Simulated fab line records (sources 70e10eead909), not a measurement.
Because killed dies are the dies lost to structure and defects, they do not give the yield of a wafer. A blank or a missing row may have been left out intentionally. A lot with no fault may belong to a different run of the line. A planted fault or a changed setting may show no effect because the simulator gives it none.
Matching of chambers ; flow nand harc ; NHARC_P_M0_ETCH_34 on rie diel-07: 4 sister chambers
The step etches the open film in N2/H2, target depth 40 nm, overetch 12 nm, time 43.94 s. 14 wafers are shown with their chamber, then 7 later ones without.

== WAFERS PAIRED WITH THEIR CHAMBERS ==
wafer;chamber;drypump motor current A (A);rf vpp V (V);throttle valve pct (%)
L750.2;1;4.7;426;14.165
L750.5;3;5.6;435;14.175
L750.6;0;5.4;431;14.158
L751.1;3;5.6;433;14.165
L751.4;1;4.7;426;14.177
L751.5;2;6.4;435;14.175
L761.2;3;5.7;435;14.169
L761.4;1;4.7;427;14.173
L761.5;1;4.7;426;14.165
L763.3;3;5.6;434;14.183
L763.5;2;6.4;433;14.177
L763.6;3;5.6;435;14.170
L765.1;0;5.4;430;14.168
L765.2;2;6.4;434;14.181

SIGNATURES, as means of the wafers listed above
reading;chamber 0;chamber 1;chamber 2;chamber 3;scatter within a chamber
drypump motor current A;5.400;4.700;6.400;5.620;0.0283
rf vpp V;430.50;426.25;434.00;434.40;0.803
throttle valve pct;14.16300;14.17000;14.17767;14.17240;0.00607
Rule: a wafer lies at a distance from a chamber equal to the root of the sum of squares, over the readings, of (its reading less the chamber's mean, divided by the reading's scatter). The wafer belongs to the nearest chamber; if the next one is less than 2 further off, it can't be placed. The scatter: take each reading less its chamber's mean, square it, sum over the shown wafers, divide by the number of wafers less the number of chambers, and take the root.

== WAFERS WITHOUT THEIR CHAMBER ==
wafer;drypump motor current A (A);rf vpp V (V);throttle valve pct (%)
L765.6;5.4;431;14.170
L768.1;4.7;424;14.184
L768.4;6.4;435;14.174
L768.6;5.4;432;14.174
L770.1;6.4;434;14.168
L770.3;4.7;427;14.159
L770.4;5.6;435;14.167

== WHICH CHAMBER EACH ONE RAN IN ==
wafer;from the rows above;in truth
L765.6;0;0
L768.1;1;1
L768.4;2;2
L768.6;0;0
L770.1;2;2
L770.3;1;1
L770.4;3;3
Correctly placed: 7 of 7. Not placeable from these rows: 0. 0 placed wrongly.
